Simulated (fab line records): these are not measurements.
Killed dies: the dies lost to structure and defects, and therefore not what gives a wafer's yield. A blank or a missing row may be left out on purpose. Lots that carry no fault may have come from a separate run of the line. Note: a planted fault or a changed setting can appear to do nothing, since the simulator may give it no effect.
fab line records	flow nand_harc
record: lots: 13	wafers: 39	last_day: 26
route steps=1159 shown P_GATE@124
lots with no fault: from the same line, run without faults
start_h: hours from the record's first day to the start of the lot's first wafer shown	wait_h: how many hours have passed since the lot's step before this one	" identical to the entry in the row above	L1.1+2: one row covering several wafers at once	- no value, or no start given	* or withheld: withheld	< > ~ a bound
route shown NAME@n: a module of which the file shows steps, and the number in the route of the first	usual: the fault-free wafers' mean and standard deviation	same: alike in all rows	chamber/n: place in a boat	sites: readings site by site	_std_site: standard deviation of those values	_edge_site: outer sites' mean less inner sites'	radius_mm: for every site, how far away it sits from the centre of the wafer	mask NAME#n: copy n	behind: the most recent tool/chamber to have shaped the wafer	hold: why the lot went on hold/how many hours it stayed there/how the hold came to an end	device: transistor that didn't switch, given as n, p or np	end of line: at the end of the route, the tests of the same wafers	for a step that has no rows: nothing shown but its recipe	killed: dies lost to structure and defects at the first sort, not the wafer's yield	map: shows each die of a wafer: x if killed, . if not, _ if none is there
set.NAME: the setting as run; set.NAME@STEP: as run at that earlier step	model.NAME: the simulator's own value behind a step, which no gauge read
the route's steps for a sample of lots (tables are steps, rows are wafers)
services: a tool's chamber out of use, with start hour (start_h, from the record's first day; less than 0 if before it), hours out, and reason
== steps ==
step: NHARC_P_GATE_DESCUM_13
recipe: time_s: 3	o2_flow_sccm: 200	ar_flow_sccm: 0	bias_power_w: 0	chemistry: O2
usual: chamber_pressure_mTorr: 60.00/0.05	drypump_motor_current_A: 5.7/0.52	o2_flow_sccm: 200.0/0.6	oes_product_au: 1.001/0.0096	rf_vpp_V: 57.8/0.83	showerhead_plenum_p_Torr: 1.88/0.086	throttle_valve_pct: 11.311/0.0099
lot.wafer	tool	chamber	start_h	wait_h	chamber_pressure_mTorr	drypump_motor_current_A	o2_flow_sccm	oes_product_au	rf_hours_counter_h	rf_vpp_V	showerhead_plenum_p_Torr	throttle_valve_pct
L763.3	rie_diel-08	0	73.53	-	59.94	5.7	200.4	1.007	42	57.2	1.78	11.307
L763.4	"	3	"	"	60.00	5.1	199.7	1.007	40	58.6	1.87	11.319
L763.5	"	0	"	"	59.97	5.7	199.5	1.004	-	57.9	1.78	11.306
L764.3	rie_diel-11	1	82.97	-	60.04	6.4	201.0	0.995	20	58.2	1.89	11.317
L764.1	"	3	"	"	59.94	4.8	200.1	0.991	21	57.7	1.84	11.305
L764.6	"	1	"	"	59.95	6.4	200.6	0.997	-	58.2	1.89	11.311
L765.2	rie_diel-11	3	90.33	-	60.06	4.8	199.5	0.998	25	58.8	1.84	11.304
L765.1	"	1	"	"	59.98	6.4	200.1	0.982	25	57.5	1.89	11.324
L765.5	"	2	"	"	59.93	6.0	201.0	1.008	-	58.9	1.91	11.303
L768.1	rie_diel-11	3	102.21	-	60.01	4.9	199.4	1.003	28	56.3	1.84	11.323
L768.2	"	2	"	"	60.02	6.0	200.4	1.001	28	58.5	1.91	11.319
L768.6	"	3	"	"	60.00	4.9	199.6	0.993	-	58.3	1.84	11.307
L767.2	rie_diel-08	1	102.40	-	59.98	5.4	199.9	0.993	54	58.0	1.99	11.295
L767.5	"	2	"	"	60.03	4.8	199.2	1.006	-	58.8	2.04	11.324
L767.6	"	3	"	"	60.03	5.1	199.9	0.998	-	57.9	1.86	11.303
L770.2	rie_diel-13	2	123.76	-	59.98	6.2	199.1	1.005	3	58.0	1.78	11.320
L770.3	"	3	"	"	60.02	5.6	200.9	1.010	3	57.5	2.00	11.289
L770.4	"	0	"	"	59.96	5.1	201.0	1.002	2	57.4	1.83	11.311
L769.1	rie_diel-11	1	123.93	-	59.98	6.4	200.2	0.997	35	57.4	1.89	11.309
L769.4	"	3	"	"	59.97	4.8	200.8	0.993	36	57.4	1.83	11.307
L769.5	"	0	"	"	59.95	5.9	199.5	1.010	-	58.3	1.81	11.293
L773.4	rie_diel-08	0	161.68	-	60.03	5.7	200.0	0.997	10	56.9	1.77	11.311
L773.2	"	2	"	"	60.05	4.8	199.9	0.999	10	58.8	2.03	11.322
L773.6	"	0	"	"	59.98	5.7	199.5	1.009	-	57.6	1.78	11.330
L781.2	rie_diel-11	0	181.52	-	60.01	5.9	200.4	1.011	61	56.2	1.80	11.317
L781.4	"	1	"	"	59.98	6.4	200.3	1.000	59	57.7	1.88	11.313
L781.5	"	0	"	"	60.00	5.9	200.3	1.016	-	57.4	1.80	11.313
L783.1	rie_diel-13	3	194.88	-	60.13	5.6	201.1	1.005	14	57.5	2.00	11.324
L783.3	"	0	"	"	60.07	5.1	199.9	1.004	13	57.0	1.82	11.305
L783.2	"	1	"	"	60.06	6.1	198.7	1.002	13	58.5	1.95	11.314
L782.3	rie_diel-13	2	194.99	-	59.91	6.2	201.1	1.020	13	57.0	1.77	11.321
L782.4	"	3	"	"	60.04	5.6	200.0	0.993	14	59.0	2.00	11.308
L782.6	"	2	"	"	60.05	6.2	199.9	1.016	-	57.2	1.78	11.307
L784.1	rie_diel-11	1	201.56	-	59.98	6.4	199.9	0.985	0	58.0	1.88	11.312
L784.4	"	0	"	"	60.06	5.9	200.2	0.999	0	56.0	1.80	11.298
L784.5	"	1	"	"	60.04	6.4	199.8	0.989	-	57.6	1.88	11.305
L786.3	rie_diel-11	0	211.93	-	59.96	5.9	200.2	0.985	3	58.1	1.80	11.322
L786.2	"	2	"	"	60.06	6.0	199.4	0.997	3	57.2	1.90	11.328
L786.5	"	0	"	"	60.13	6.0	200.1	0.989	-	57.1	1.80	11.313
step: NHARC_P_GATE_ETCH_32
recipe: target_depth_a: 1500	over_etch_frac: 1	over_etch_ion_energy_ev: 40	time_s: 100.1	hbr_flow_sccm: 150	cl2_flow_sccm: 50	rf_w: 400	icp_w: 400	bias_w: 100	chemistry: HBr/Cl2
usual: chamber_pressure_mTorr: 15.000/0.013	drypump_motor_current_A: 5.4/0.41	oes_product_au: 1.000/0.011	throttle_valve_pct: 26.406/0.0094
lot.wafer	tool	chamber	start_h	wait_h	chamber_pressure_mTorr	drypump_motor_current_A	oes_product_au	rf_hours_counter_h	throttle_valve_pct
L763.4	rie_si-02	3	87.74	-	15.013	4.7	0.995	0.3	26.415
L763.3	"	1	"	"	15.023	6.1	1.023	0.3	26.420
L763.5	"	3	"	"	15.001	4.7	1.000	-	26.403
L764.3	rie_si-04	1	98.40	-	15.007	5.3	0.999	1.1	26.409
L764.1	"	3	"	"	14.990	5.6	0.997	1.0	26.398
L764.6	"	2	"	"	14.991	5.4	0.999	-	26.409
L765.1	rie_si-01	0	107.44	-	14.988	5.3	0.987	1.0	26.416
L765.2	"	1	"	"	15.016	5.3	1.002	1.3	26.418
L765.5	"	0	"	"	15.031	5.4	0.988	-	26.414
L768.2	rie_si-02	3	119.69	-	14.977	4.7	0.999	0.8	26.415
L768.1	"	2	"	"	15.003	5.3	0.994	0.8	26.410
L768.6	"	3	"	"	14.985	4.7	0.998	-	26.412
L767.2	rie_si-01	0	120.17	-	15.002	5.4	0.992	1.2	26.402
L767.5	"	3	"	"	14.975	5.8	1.021	-	26.421
L767.6	"	0	"	"	15.005	5.4	0.993	-	26.403
L770.3	rie_si-01	2	138.03	-	15.006	5.3	1.014	0.0	26.403
L770.2	"	0	"	"	14.982	5.4	1.011	0.0	26.391
L770.4	"	1	"	"	14.997	5.3	1.003	0.0	26.407
L769.1	rie_si-04	1	138.09	-	15.009	5.3	1.000	0.4	26.396
L769.4	"	1	"	"	15.000	5.3	0.993	-	26.418
L769.5	"	0	"	"	15.002	4.6	0.980	-	26.413
L773.2	rie_si-02	2	183.29	-	15.012	5.3	1.006	1.4	26.400
L773.4	"	3	"	"	14.998	4.7	1.015	1.4	26.419
L773.6	"	2	"	"	15.005	5.3	1.003	-	26.392
L781.4	rie_si-01	3	197.30	-	14.994	5.7	1.011	0.5	26.411
L781.2	"	0	"	"	15.007	5.3	1.009	0.5	26.420
L781.5	"	1	"	"	15.000	5.3	1.008	-	26.424
L783.2	rie_si-04	2	210.36	-	14.982	5.4	0.996	0.9	26.422
L783.1	"	3	"	"	15.006	5.6	0.996	1.2	26.412
L783.3	"	1	"	"	15.006	5.3	1.020	1.2	26.404
L782.4	rie_si-02	3	210.43	-	15.003	4.7	1.000	1.6	26.404
L782.3	"	1	"	"	14.993	6.1	1.015	1.8	26.422
L782.6	"	0	"	"	15.032	6.1	0.985	-	26.408
L784.1	rie_si-04	2	215.84	-	15.000	5.4	0.985	1.0	26.415
L784.4	"	1	"	"	14.993	5.3	1.010	1.2	26.405
L784.5	"	2	"	"	14.989	5.4	0.989	-	26.400
L786.3	rie_si-02	2	226.86	-	14.988	5.3	0.996	0.0	26.417
L786.2	"	3	"	"	15.008	4.7	0.995	0.0	26.404
L786.5	"	3	"	"	14.999	4.7	1.006	-	26.408
step: NHARC_P_GATE_STRIP_108
recipe: o2_flow_sccm: 500	ar_flow_sccm: 0	bias_w: 0	chemistry: O2
usual: chamber_pressure_mTorr: 60.00/0.059	drypump_motor_current_A: 5.6/0.49	o2_flow_sccm: 500.1/1.4	oes_product_au: 1.003/0.01	rf_vpp_V: 57.8/0.91	showerhead_plenum_p_Torr: 3.49/0.15	throttle_valve_pct: 17.035/0.0087
lot.wafer	tool	chamber	start_h	wait_h	chamber_pressure_mTorr	drypump_motor_current_A	o2_flow_sccm	oes_product_au	rf_hours_counter_h	rf_vpp_V	showerhead_plenum_p_Torr	throttle_valve_pct
L763.3	rie_diel-08	1	87.95	-	59.97	5.4	502.2	0.986	50	57.7	3.67	17.048
L763.4	"	2	"	"	60.09	4.9	499.5	1.002	47	58.5	3.74	17.033
L763.5	"	1	"	"	59.93	5.4	499.0	1.008	-	57.7	3.67	17.036
L764.1	rie_diel-13	3	98.56	-	59.91	5.6	500.2	1.007	30	59.0	3.68	17.037
L764.3	"	2	"	"	59.94	6.2	497.1	1.015	25	57.2	3.30	17.035
L764.6	"	0	"	"	60.09	5.1	499.8	1.008	-	58.2	3.38	17.043
L765.1	rie_diel-13	3	108.06	-	59.99	5.6	500.5	1.016	0	58.0	3.68	17.019
L765.2	"	1	"	"	60.00	6.0	498.5	0.999	0	57.4	3.59	17.047
L765.5	"	0	"	"	59.97	5.1	498.3	1.014	-	57.0	3.38	17.019
L768.2	rie_diel-08	1	119.87	-	60.02	5.4	499.9	1.006	60	57.5	3.66	17.021
L768.1	"	2	"	"	60.05	4.9	499.9	1.011	57	59.1	3.74	17.033
L768.6	"	0	"	"	60.04	5.8	499.4	1.000	-	57.8	3.30	17.028
L767.2	rie_diel-13	3	120.36	-	60.03	5.6	498.3	1.013	2	59.1	3.68	17.044
L767.6	"	0	"	"	59.98	5.1	502.0	1.007	-	58.3	3.38	17.032
L767.5	"	1	"	"	60.06	6.0	499.3	1.011	-	57.8	3.59	17.036
L770.2	rie_diel-11	1	138.21	-	60.02	6.4	501.0	0.976	41	58.1	3.48	17.050
L770.4	"	2	"	"	59.98	6.0	498.7	0.999	42	58.1	3.52	17.038
L770.3	"	3	"	"	59.91	4.8	499.8	0.990	43	57.9	3.39	17.052
L769.1	rie_diel-08	1	138.29	-	60.08	5.4	499.3	0.995	1	56.6	3.66	17.030
L769.4	"	3	"	"	60.01	5.1	501.9	0.993	2	57.5	3.44	17.021
L769.5	"	2	"	"	60.03	4.9	499.4	0.995	-	58.6	3.74	17.047
L773.4	rie_diel-11	2	183.43	-	59.92	6.0	499.9	0.999	61	58.3	3.51	17.030
L773.2	"	1	"	"	59.93	6.4	500.5	0.994	59	57.9	3.47	17.036
L773.6	"	3	"	"	59.95	4.8	501.3	1.001	-	57.1	3.38	17.039
L781.2	rie_diel-08	1	197.46	-	60.00	5.4	501.2	1.013	23	57.8	3.65	17.031
L781.4	"	2	"	"	60.01	4.9	501.3	1.000	23	58.0	3.73	17.032
L781.5	"	3	"	"	60.01	5.1	499.8	1.004	-	56.0	3.42	17.042
L783.1	rie_diel-13	1	210.53	-	59.95	6.1	501.2	1.000	16	58.1	3.58	17.035
L783.3	"	2	"	"	60.00	6.2	501.1	1.025	17	57.8	3.29	17.032
L783.2	"	3	"	"	59.90	5.6	498.7	0.995	16	58.4	3.67	17.029
L782.4	rie_diel-11	2	210.60	-	60.07	6.0	500.0	0.988	3	57.8	3.51	17.040
L782.3	"	3	"	"	60.02	4.9	500.7	0.993	3	57.6	3.38	17.032
L782.6	"	1	"	"	60.12	6.4	499.2	0.991	-	57.7	3.47	17.039
L784.4	rie_diel-08	0	216.04	-	60.07	5.7	498.0	1.016	28	57.4	3.28	17.034
L784.1	"	1	"	"	59.96	5.4	501.0	1.005	30	57.5	3.64	17.049
L784.5	"	2	"	"	60.06	4.8	500.1	1.009	-	58.1	3.72	17.037
L786.3	rie_diel-13	1	227.02	-	60.03	6.0	498.5	1.012	18	57.8	3.58	17.040
L786.2	"	2	"	"	60.03	6.2	501.5	1.021	18	57.2	3.29	17.026
L786.5	"	1	"	"	59.96	6.1	499.4	1.017	-	56.8	3.58	17.048
step: NHARC_P_GATE_EXPOSE_43
recipe: na: 0.6	target_cd_nm: 720	dose_mj: 14.81	mask_id: P_NSD
lot.wafer	tool	chamber	start_h	wait_h	mask
L763.3+4+5	krf_scanner-02	0	98.78	-	P_NSD#0
L764.1+3+6	krf_scanner-02	0	109.61	-	P_NSD#0
L765.1+2+5	krf_scanner-03	0	121.31	-	P_NSD#0
L768.1+2+6	krf_scanner-01	0	130.94	-	P_NSD#0
L767.2+5+6	krf_scanner-03	0	133.58	-	P_NSD#0
L770.2+3+4	krf_scanner-02	0	149.12	-	P_NSD#0
L769.1+4+5	krf_scanner-02	0	151.30	-	P_NSD#0
L773.2+4+6	krf_scanner-03	0	194.42	-	P_HVPW#0
L781.2+4+5	krf_scanner-03	0	214.20	-	P_NSD#0
L783.1+2+3	krf_scanner-02	0	221.48	-	P_NSD#0
L782.3+4+6	krf_scanner-02	0	221.60	-	P_NSD#0
L784.1+4+5	krf_scanner-01	0	227.10	-	P_NSD#0
L786.2+3+5	krf_scanner-03	0	237.98	-	P_NSD#0
step: NHARC_P_GATE_CD_MEAS_46
recipe: target_cd_nm: 720	landing_energy_ev: 500
usual: cd_nm: 720.6/1.4
lot.wafer	tool	chamber	start_h	wait_h	cd_nm
L763.3	cd_sem-03	0	98.94	-	719.1
L763.4	"	0	"	"	720.7
L763.5	"	0	"	"	718.4
L764.1	cd_sem-01	0	109.77	-	721.3
L764.3	"	0	"	"	718.2
L764.6	"	0	"	"	721.4
L765.1	cd_sem-03	0	121.48	-	721.5
L765.2	"	0	"	"	718.5
L765.5	"	0	"	"	721.3
L768.1	cd_sem-02	0	131.09	-	720.7
L768.2	"	0	"	"	721.8
L768.6	"	0	"	"	722.0
L767.2	cd_sem-03	0	133.74	-	720.9
L767.5	"	0	"	"	719.9
L767.6	"	0	"	"	722.5
L770.2	cd_sem-01	0	149.27	-	719.4
L770.3	"	0	"	"	721.3
L770.4	"	0	"	"	720.9
L769.1	cd_sem-02	0	151.46	-	720.5
L769.4	"	0	"	"	721.7
L769.5	"	0	"	"	722.8
L773.2	cd_sem-03	0	194.57	-	-
L773.4	"	0	"	"	-
L773.6	"	0	"	"	-
L781.2	cd_sem-02	0	214.35	-	719.9
L781.4	"	0	"	"	720.2
L781.5	"	0	"	"	721.1
L783.1	cd_sem-02	0	221.64	-	719.5
L783.2	"	0	"	"	718.7
L783.3	"	0	"	"	720.0
L782.3	cd_sem-02	0	221.75	-	720.4
L782.4	"	0	"	"	721.7
L782.6	"	0	"	"	720.3
L784.1	cd_sem-03	0	227.26	-	720.5
L784.4	"	0	"	"	721.0
L784.5	"	0	"	"	721.3
L786.2	cd_sem-03	0	238.14	-	721.7
L786.3	"	0	"	"	719.8
L786.5	"	0	"	"	721.2
== services ==
tool	chamber	start_h	hours	kind
krf_scanner-02	-	51.03	0.6	repair
rie_diel-11	3	57.91	5.1	repair
rie_si-04	-	58.68	0.6	repair
rie_si-01	2	62.25	5.9	repair
rie_diel-08	2	64.69	5.1	repair
rie_si-04	3	71.88	1.9	repair
rie_si-01	1	77.15	1.7	repair
rie_si-01	0	84.67	9.8	repair
krf_scanner-03	-	97.92	0.3	repair
rie_si-04	-	99.00	9.0	pm
rie_diel-13	-	99.06	9.0	pm
krf_scanner-02	-	106.75	0.8	repair
rie_diel-08	-	124.80	9.0	pm
rie_si-01	-	127.00	9.0	pm
rie_diel-08	2	146.82	5.8	repair
rie_diel-08	3	149.11	11.9	repair
krf_scanner-03	-	157.18	0.8	repair
krf_scanner-03	-	168.00	4.0	pm
rie_diel-11	-	190.89	9.0	pm
rie_diel-08	0	199.78	14.0	repair
krf_scanner-02	-	210.00	4.0	pm
rie_si-02	-	211.00	9.0	pm
rie_diel-13	0	220.03	3.6	repair
krf_scanner-03	-	226.22	0.7	repair
== key ==
first_sign: step: NHARC_P_GATE_EXPOSE_43	reading: mask	direction: changed
effect: step: NHARC_P_GATE_CD_MEAS_46	reading: cd_nm	direction: missing
met_at NHARC_P_GATE_EXPOSE_43
struck_lots L773
later_rows_left_out L773.2,L773.4,L773.6
sort_left_out L773.2,L773.4,L773.6
tester_left_out L773
not_acting_at NHARC_P_GATE_DESCUM_13,NHARC_P_GATE_ETCH_32,NHARC_P_GATE_STRIP_108
onset_between 133.58 194.42
fault: kind: wrong_mask	tool: any	chamber: -	onset_h: 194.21	steps: NHARC_P_GATE_EXPOSE_43	aux_copy: P_HVPW#0	scope: struck_lots_only
tester_left_out: of these lots the tester's yield and bins aren't shown, on N5 and GAA mostly nor the transistor test; their killed dies are dies lost to structure and defects alone, not to doping, threshold or leakage, so they don't give the yield
sort_left_out: the simulated sort isn't trusted on such a fault, so these wafers' sort isn't shown, and their yield isn't known
later_rows_left_out: the simulator's readings of these wafers behind a module that went badly wrong aren't trusted and aren't shown, but for the sort
